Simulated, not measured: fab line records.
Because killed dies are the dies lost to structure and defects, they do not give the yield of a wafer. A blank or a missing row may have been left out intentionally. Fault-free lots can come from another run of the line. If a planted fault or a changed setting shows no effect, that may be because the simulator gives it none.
What tool caused it? | flow nand harc | route of 1302 steps, sampled at 1 step: 12 lots, 36 wafers

## WHAT THE GAUGES SHOWED, per wafer
NHARC_P_M1_OVL_MEAS_10: pitch 260 nm.
lot  | measured     | on         | overlay x nm (nm)
L076 | day 6 20:40  | overlay-01 | -0.7 -0.6 -1.2
L077 | day 7 13:02  | overlay-01 | 1.2 1.0 1.3
L079 | day 8 02:00  | overlay-01 | 0.1 0.8 0.8
L081 | day 9 08:34  | overlay-02 | -0.8 0.1 -0.3
L083 | day 10 00:37 | overlay-02 | 0.7 1.1 0.6
L084 | day 10 17:17 | overlay-01 | 0.9 0.6 1.1
L087 | day 11 12:55 | overlay-01 | -1.2 -1.3 -1.0
L089 | day 12 11:01 | overlay-02 | 0.8 0.5 0.5
L091 | day 13 11:32 | overlay-01 | -0.3 0.5 -0.1
L093 | day 14 05:28 | overlay-01 | -0.1 0.4 -0.2
L095 | day 14 22:52 | overlay-02 | 1.1 1.3 1.7
L097 | day 15 21:33 | overlay-01 | -0.5 -0.2 -0.5

## TOOL THAT RAN EACH LOT (tool first, then ch and the chambers of the sampled wafers, then the start)
Before these readings, the record contains no process step.

## THE ANSWER, worked out from the rows above alone
Rule: what is usual is taken from the lots themselves. Put in order of their means at a reading, lots are off if they are a third of the lots or fewer, leave a main group of 4 or more, and stand apart from it by a gap of 3 or more times the standard deviation of the main group's means; of several such gaps the widest counts. The tables above print the reading to a certain number of digits; a main group whose means all agree to those digits is not used. Also off: a lot with no number at a reading for which 4 or more lots have one. All remaining lots with rows at the step are treated as sound.
No lot is off at any reading shown: from this, nothing can be told.

## WHAT HAD BEEN PUT IN BY THE SIMULATOR
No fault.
